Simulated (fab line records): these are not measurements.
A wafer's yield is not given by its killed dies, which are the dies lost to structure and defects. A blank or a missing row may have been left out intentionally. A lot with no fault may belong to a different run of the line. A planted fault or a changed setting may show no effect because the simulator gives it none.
fab line records	flow n5Finfet
record: lots: 10	wafers: 30	lastDay: 17
route steps=1938 shown BEOL_M4@1111 MIM_BOT_LITHO@1862 TV_LITHO@1884 PASSIVATION@1915
lots untouched by any fault: they come from a run of this same line in which no faults occurred
startH: the number of hours between the record's first day and the start of the first shown wafer of the lot	waitH: hours elapsed since this lot's preceding step	" the same as in the row above	L1.1+2: one row covering several wafers at once	- no value, or no start was given	* or withheld: withheld	< > ~ a bound
route shown NAME@n: NAME is a module with steps in the file, n the number in the route of the first one	usual: mean and standard deviation over wafers with no fault	same: alike in all rows	chamber/n: place in a boat	sites: each site's reading	_std_site: their standard deviation	_edge_site: mean of outer sites minus mean of inner sites	radiusMm: for every site, how far away it sits from the centre of the wafer	mask NAME#n: copy n	behind: the most recent tool/chamber to have shaped the wafer	hold: what put the lot on hold/how long, in hours/how the hold closed	device: the transistor (n, p or np) that didn't switch	end of line: the tests these same wafers got at the end of their route	a step given without rows: its recipe and nothing more	killed: not the wafer's yield, but the dies lost to structure and defects at the first sort	map: per-die view of a wafer (x killed, . not killed, _ where there is no die)
set.NAME: the setting as run; set.NAME@STEP: as run at that earlier step	model.NAME: the simulator's own value behind a step, which no gauge read
a sample of lots followed through the steps of the route, with each step as a table and each wafer as a row
services: a tool's chamber out of use, with start hour (startH, from the record's first day; less than 0 if before it), hours out, and reason
== steps ==
step: N5_BEOL_M4_RC_MEAS_101
usual: DIBL_N: 36.5/1.4	DIBL_P: 36.6/1.6	IOFF_N: 0.160/0.024	IOFF_P: 0.217/0.029	ION_N: 674/8.7	ION_P: 464/6.5	SS_N: 71.6/0.47	SS_P: 73.4/0.57	VT_N: 250.0/2.5	VT_P: -250/3.1
lot.wafer	tool	chamber	startH	waitH	DIBL_N[mV/V]	DIBL_P[mV/V]	IOFF_N[nA/um]	IOFF_P[nA/um]	ION_N[uA/um]	ION_P[uA/um]	SS_N[mV/dec]	SS_P[mV/dec]	VT_N[mV]	VT_P[mV]
L386.1	prober-02	0	174.07	0.0	34.3	35.8	0.140	0.193	663	465	71.6	72.8	250.5	-251
L386.2	"	0	"	"	35.2	36.7	0.143	0.203	666	461	71.8	72.6	251.5	-251
L386.5	"	0	"	"	35.5	36.3	0.152	0.208	671	462	71.7	73.3	249.1	-249
L390.1	prober-02	0	210.82	0.0	38.8	39.8	0.211	0.253	694	465	72.7	74.1	248.9	-249
L390.3	"	0	"	"	35.9	36.3	0.160	0.196	677	457	71.2	73.5	250.0	-253
L390.5	"	0	"	"	37.8	38.6	0.187	0.226	679	460	70.8	74.0	249.7	-253
L391.2	prober-01	0	212.97	0.2	36.2	36.6	0.161	0.244	670	472	71.7	74.0	248.0	-245
L391.5	"	0	"	"	35.4	34.5	0.140	0.202	670	462	71.5	72.5	250.6	-246
L391.6	"	0	"	"	36.4	37.0	0.168	0.238	679	470	71.6	73.5	248.6	-246
L392.1	prober-01	0	216.01	0.0	38.3	38.1	0.188	0.269	683	473	71.7	74.7	248.0	-245
L392.2	"	0	"	"	35.9	33.7	0.130	0.193	663	467	71.6	72.2	253.9	-249
L392.3	"	0	"	"	37.5	36.4	0.166	0.238	663	462	72.2	73.8	250.4	-250
L393.1	prober-01	0	227.21	0.0	36.3	37.3	0.169	0.261	678	474	71.1	74.2	248.6	-245
L393.3	"	0	"	"	37.1	37.9	0.187	0.267	673	474	72.0	73.4	245.1	-243
L393.5	"	0	"	"	36.9	37.7	0.176	0.256	689	474	71.9	73.4	248.4	-244
L394.2	prober-02	0	234.03	0.2	36.5	33.8	0.151	0.192	676	461	71.2	72.1	250.4	-251
L394.5	"	0	"	"	36.8	35.0	0.151	0.203	678	468	71.1	73.8	249.4	-251
L394.6	"	0	"	"	37.5	35.5	0.163	0.220	677	466	71.2	73.2	249.3	-248
L404.1	prober-02	0	288.97	0.0	36.2	36.9	0.150	0.209	667	461	72.2	73.3	252.9	-251
L404.4	"	0	"	"	35.5	36.7	0.149	0.202	673	465	71.7	73.1	250.4	-252
L404.6	"	0	"	"	36.5	37.8	0.161	0.225	674	464	72.0	73.4	252.8	-250
L405.1	prober-01	0	294.50	0.0	36.0	36.0	0.152	0.212	674	466	71.5	72.5	253.1	-250
L405.2	"	0	"	"	35.5	34.9	0.131	0.190	667	456	71.3	72.5	253.4	-251
L405.3	"	0	"	"	34.7	33.0	0.125	0.175	667	465	71.0	72.0	252.4	-250
L407.1	prober-01	0	301.14	0.0	35.8	38.6	0.164	0.217	677	454	71.6	73.5	248.1	-249
L407.3	"	0	"	"	34.8	37.1	0.143	0.193	677	461	70.9	73.4	252.1	-250
L407.4	"	0	"	"	37.9	40.1	0.199	0.236	686	458	73.0	74.4	248.2	-249
L408.1	prober-02	0	304.14	0.0	37.0	36.3	0.169	0.218	677	459	72.2	72.9	249.2	-251
L408.3	"	0	"	"	36.4	36.3	0.166	0.213	682	464	71.4	74.0	247.6	-252
L408.6	"	0	"	"	36.7	36.4	0.173	0.222	680	464	72.0	73.8	247.2	-249
step: N5_MIM_BOT_LITHO_CD_MEAS_08
recipe: targetCdNm: 3000	landingEnergyEv: 500	detector: seInlens	polarity: opening
usual: cdNm: 2999.4/1.3
lot.wafer	tool	chamber	startH	waitH	cdNm
L386.1	cdSem-01	0	273.61	-	3000.9
L386.2	"	0	"	"	3000.9
L386.5	"	0	"	"	2998.3
L390.1	cdSem-01	0	302.60	-	2999.4
L390.3	"	0	"	"	3000.5
L390.5	"	0	"	"	2999.4
L391.2	cdSem-03	0	302.64	-	2998.7
L391.5	"	0	"	"	2999.3
L391.6	"	0	"	"	2998.3
L392.1	cdSem-02	0	303.03	-	2998.9
L392.2	"	0	"	"	2999.8
L392.3	"	0	"	"	2999.7
L393.1	cdSem-01	0	310.35	-	2998.0
L393.3	"	0	"	"	2998.3
L393.5	"	0	"	"	2998.4
L394.2	cdSem-02	0	320.15	-	2999.3
L394.5	"	0	"	"	3000.6
L394.6	"	0	"	"	2999.9
L404.1	cdSem-03	0	374.18	-	2997.0
L404.4	"	0	"	"	2998.4
L404.6	"	0	"	"	2998.7
L405.1	cdSem-03	0	378.27	-	2998.9
L405.2	"	0	"	"	2997.9
L405.3	"	0	"	"	3000.2
L407.1	cdSem-03	0	391.47	-	2999.6
L407.3	"	0	"	"	3000.1
L407.4	"	0	"	"	3000.7
L408.1	cdSem-02	0	400.67	-	3000.6
L408.3	"	0	"	"	3001.1
L408.6	"	0	"	"	3001.4
step: N5_PASSIVATION_OVL_MEAS_60
recipe: pointsPerWafer: 44
usual: TV_OVL: 1/5.5
lot.wafer	tool	chamber	startH	waitH	TV_OVL[nm]
L386.1	overlay-01	0	276.96	0.0	-10
L386.2	"	0	"	"	-9
L386.5	"	0	"	"	-3
L390.1	overlay-01	0	304.15	0.0	2
L390.3	"	0	"	"	-2
L390.5	"	0	"	"	-3
L391.2	overlay-01	0	304.58	0.0	1
L391.5	"	0	"	"	1
L391.6	"	0	"	"	3
L392.1	overlay-01	0	306.46	0.0	7
L392.2	"	0	"	"	4
L392.3	"	0	"	"	0
L393.1	overlay-01	0	311.78	0.0	-6
L393.3	"	0	"	"	-10
L393.5	"	0	"	"	-10
L394.2	overlay-02	0	321.72	0.0	14
L394.5	"	0	"	"	13
L394.6	"	0	"	"	11
L404.1	overlay-02	0	375.70	0.0	-2
L404.4	"	0	"	"	1
L404.6	"	0	"	"	-1
L405.1	overlay-02	0	379.79	0.0	7
L405.2	"	0	"	"	-5
L405.3	"	0	"	"	-4
L407.1	overlay-02	0	394.04	0.0	-2
L407.3	"	0	"	"	-2
L407.4	"	0	"	"	3
L408.1	overlay-02	0	404.81	0.0	3
L408.3	"	0	"	"	3
L408.6	"	0	"	"	-5
step: N5_PASSIVATION_PECVD_53
recipe: material: SiO2	targetThkA: 8000	tempC: 400	precursor: TEOS/O2	pressureTorr: 6.5	rfW: withheld	teosFlowSccm: withheld	gas: O2	flowSccm: 2650	timeS: 169.4
usual: chamberPressureTorr: 6.500/0.016	runLengthS: 197.4/0.32
lot.wafer	tool	chamber	startH	waitH	chamberPressureTorr	runLengthS
L386.1	pecvd-04	1	279.64	0.0	6.488	197.7
L386.2	"	2	"	"	6.499	197.3
L386.5	"	0	"	"	6.478	197.4
L390.1	pecvd-01	0	307.39	0.0	6.481	197.1
L390.3	"	1	"	"	6.497	197.8
L390.5	"	0	"	"	6.515	197.3
L391.2	pecvd-04	2	308.03	0.0	6.464	197.2
L391.5	"	1	"	"	6.503	197.2
L391.6	"	0	"	"	6.496	197.1
L392.1	pecvd-04	0	310.24	0.0	6.496	197.4
L392.2	"	1	"	"	6.481	197.3
L392.3	"	2	"	"	6.498	197.2
L393.1	pecvd-04	1	316.55	0.0	6.485	197.1
L393.3	"	2	"	"	6.511	266.1
L393.5	"	0	"	"	6.501	196.9
L394.2	pecvd-01	0	327.48	0.0	6.500	196.9
L394.5	"	2	"	"	6.492	197.0
L394.6	"	0	"	"	6.510	197.3
L404.1	pecvd-01	1	379.72	0.0	6.497	198.1
L404.4	"	0	"	"	6.482	197.4
L404.6	"	1	"	"	6.501	197.6
L405.1	pecvd-01	2	382.76	0.0	6.472	197.3
L405.2	"	0	"	"	6.516	196.9
L405.3	"	1	"	"	6.499	198.0
L407.1	pecvd-04	0	397.10	0.0	6.511	197.2
L407.3	"	2	"	"	6.495	197.8
L407.4	"	2	"	"	6.493	197.2
L408.1	pecvd-04	1	407.97	0.0	6.470	197.8
L408.3	"	2	"	"	6.512	197.5
L408.6	"	2	"	"	6.485	197.2
step: N5_PASSIVATION_DESCUM_46
recipe: chemistry: O2	timeS: 7.9	sourcePowerW: 50	biasPowerW: 20	pressureMtorr: 20	rfFrequencyHz: 2.712e+07	tempC: 40	o2FlowSccm: 225
usual: drypumpMotorCurrentA: 5.8/0.46	oesProductAu: 0.79/0.085	rfVppV: 243.4/1.5	showerheadPlenumPTorr: 2.11/0.082	throttleValvePct: 20.37/0.21
lot.wafer	tool	chamber	startH	waitH	drypumpMotorCurrentA	oesProductAu	rfHoursCounterH	rfVppV	showerheadPlenumPTorr	throttleValvePct
L386.1	rieDiel-01	1	280.39	0.0	5.6	0.80	98	245.3	2.19	20.21
L386.2	"	0	"	"	5.6	0.69	226	242.5	1.98	20.68
L386.5	"	3	"	"	6.2	0.74	-	244.8	2.18	20.48
L390.1	rieDiel-06	1	308.31	0.3	5.0	0.84	55	242.3	2.02	20.21
L390.3	"	3	"	"	6.4	0.73	180	241.7	2.07	20.72
L390.5	"	0	"	"	5.7	0.84	-	241.1	2.03	20.29
L391.2	rieDiel-02	3	308.94	0.3	5.9	0.71	178	240.7	2.00	20.29
L391.5	"	3	"	"	5.8	0.72	-	241.7	2.00	20.30
L391.6	"	2	"	"	6.1	0.74	-	244.5	2.19	20.37
L392.1	rieDiel-02	2	310.87	0.0	6.1	0.74	156	244.7	2.19	20.40
L392.2	"	0	"	"	5.5	0.89	41	244.2	2.21	20.10
L392.3	"	3	"	"	5.9	0.71	178	242.4	2.00	20.31
L393.1	rieDiel-01	0	317.31	0.0	5.6	0.69	240	243.3	1.97	20.65
L393.3	"	1	"	"	5.6	0.78	112	243.5	2.18	20.24
L393.5	"	3	"	"	6.2	0.73	-	244.1	2.17	20.50
L394.2	rieDiel-06	2	328.11	0.0	5.4	0.70	231	244.8	2.15	20.91
L394.5	"	3	"	"	6.4	0.73	-	244.1	2.07	20.71
L394.6	"	0	"	"	5.7	0.82	-	242.6	2.03	20.31
L404.1	rieDiel-06	2	380.51	0.1	5.4	0.68	253	243.3	2.14	20.94
L404.4	"	0	"	"	5.7	0.80	-	242.7	2.02	20.34
L404.6	"	1	"	"	5.0	0.81	-	242.6	2.01	20.23
L405.1	rieDiel-06	1	383.63	0.2	5.0	0.81	87	242.1	2.01	20.24
L405.2	"	0	"	"	5.7	0.80	100	241.7	2.02	20.33
L405.3	"	3	"	"	6.4	0.72	196	242.2	2.07	20.74
L407.1	rieDiel-02	3	397.76	0.1	5.9	0.69	210	240.4	1.99	20.35
L407.3	"	0	"	"	5.5	0.83	72	246.0	2.20	20.14
L407.4	"	1	"	"	6.5	0.87	36	244.2	2.13	20.22
L408.1	rieDiel-06	2	408.72	0.0	5.4	1.03	0	243.1	2.14	20.52
L408.3	"	0	"	"	5.7	0.80	110	239.7	2.02	20.36
L408.6	"	3	"	"	6.4	0.72	-	243.5	2.07	20.75
step: N5_PASSIVATION_PROBE_49
usual: defectLimitedYield: 91.2/1.4	killed_at_M0_to_M3: 34/9.4	killed_at_M4_up: 13/5.8	killedAtContacts: 13/6.4	killedAtFrontEnd: 41/11	killedAtOther: 3.1/2.3	killedDies: 103/16	killedOnRim: 13/3.4	killedOpen: 69/12	killedShort: 33/7.8	sort_bin_5_function: 5.1/0.91	sort_bin_6_memory: 3.3/0.63	sortNPass: 1077/16	sortYieldPct: 91.2/1.4
same: grossDies: 1180	killedAtBackSide: 0	sort_bin_4_leakage[%]: 0	sort_bin_8_speed[%]: 0
lot.wafer	tool	chamber	startH	waitH	defectLimitedYield[%]	killed_at_M0_to_M3	killed_at_M4_up	killedAtContacts	killedAtFrontEnd	killedAtOther	killedDies	killedOnRim	killedOpen	killedShort	sort_bin_5_function[%]	sort_bin_6_memory[%]	sortNPass	sortYieldPct[%]
L393.1	prober-01	-	320.35	0.0	89.9	35	6	15	55	8	119	18	89	30	5.8	4.2	1061	89.9
L393.3	prober-01	-	320.45	0.1	0	45	5	6	52	1072	1180	152	79	32	96.1	3.4	0	0
L393.5	prober-01	-	320.55	0.2	92.3	37	7	13	33	1	91	8	70	20	4.7	3.0	1089	92.3
killed by level:class
L393.1 FIN_SAQP:geometricParticle:open=15 MOL_CONTACT_COAG:geometricParticle:open=11 BEOL_M2:geometricParticle:open=11 STI_FIN_REVEAL:geometricParticle:open=9 DUMMY_GATE:geometricParticle:open=8 BEOL_M0_SAQP:geometricParticle:open=8 FIN_SAQP:geometricParticle:short=7 GATE_CUT:geometricParticle:short=5
L393.3 PASSIVATION:areaPecvd=1069 BEOL_M1:geometricParticle:open=12 FIN_SAQP:geometricParticle:short=11 STI_FIN_REVEAL:geometricParticle:open=11 BEOL_M2:geometricParticle:open=11 FIN_SAQP:geometricParticle:open=10 BEOL_M0_SAQP:geometricParticle:open=7 BEOL_M0_SAQP:geometricParticle:short=5
L393.5 MOL_CONTACT_COAG:geometricParticle:open=11 BEOL_M2:geometricParticle:open=11 STI_FIN_REVEAL:geometricParticle:open=10 FIN_SAQP:geometricParticle:open=6 BEOL_M0_SAQP:geometricParticle:open=6 BEOL_M1:geometricParticle:open=6 BEOL_M3:geometricParticle:open=4 GATE_CUT:geometricParticle:open=4
== services ==
tool	chamber	startH	hours	kind
rieDiel-06	1	266.28	23.2	repair
pecvd-01	1	273.93	5.5	scheduledDown
rieDiel-02	1	277.02	-	clean
rieDiel-02	1	277.02	-	consumableReplace:focusRing
rieDiel-02	1	277.02	15.9	scheduledDown
rieDiel-02	1	277.02	15.9	ventCycle
pecvd-01	0	308.57	10.3	repair
pecvd-04	-	324.79	6.0	pm
pecvd-01	-	334.76	2.8	pm
rieDiel-01	0	346.38	-	clean
rieDiel-01	0	346.38	-	consumableReplace:focusRing
rieDiel-01	0	346.38	26.3	scheduledDown
rieDiel-01	0	346.38	26.3	ventCycle
rieDiel-06	3	353.66	29.7	repair
rieDiel-06	1	363.58	4.0	repair
pecvd-01	0	364.00	5.5	scheduledDown
pecvd-01	-	383.50	1.4	repair
rieDiel-06	2	383.59	-	clean
rieDiel-06	2	383.59	-	consumableReplace:esc
rieDiel-06	2	383.59	-	consumableReplace:focusRing
rieDiel-06	2	383.59	24.2	scheduledDown
rieDiel-06	2	383.59	24.2	ventCycle
pecvd-01	1	405.32	-	clean
pecvd-01	1	405.32	-	consumableReplace:showerhead
== key ==
firstSign: step: N5_PASSIVATION_PECVD_53	reading: runLengthS	direction: up	sigmas: 99+	usual: *	struck: *
effect: step: N5_PASSIVATION_PROBE_49	reading: killedAtOther	direction: up	sigmas: 99+	usual: 3.1	struck: 1072
moreKillsBornAt: N5_PASSIVATION_PECVD_53@pecvd-04: 1069
metAt N5_PASSIVATION_PECVD_53
struckLots L393
struckWafers L393.3
laterRowsLeftOut L393.3
notActingAt N5_MIM_BOT_LITHO_CD_MEAS_08,N5_PASSIVATION_OVL_MEAS_60,N5_PASSIVATION_DESCUM_46
onsetBetween 310.24 316.55
fault: kind: processParameterDrift	tool: pecvd-04	chamber: -	onsetH: 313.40	steps: N5_PASSIVATION_PECVD_53	channel: timeS	offset: *	shape: step	endH: 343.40	scope: struckWafersOnly	actsIn: *	stated: *
laterRowsLeftOut: the simulator's readings of these wafers behind a module that went badly wrong aren't trusted and aren't shown, but for the sort
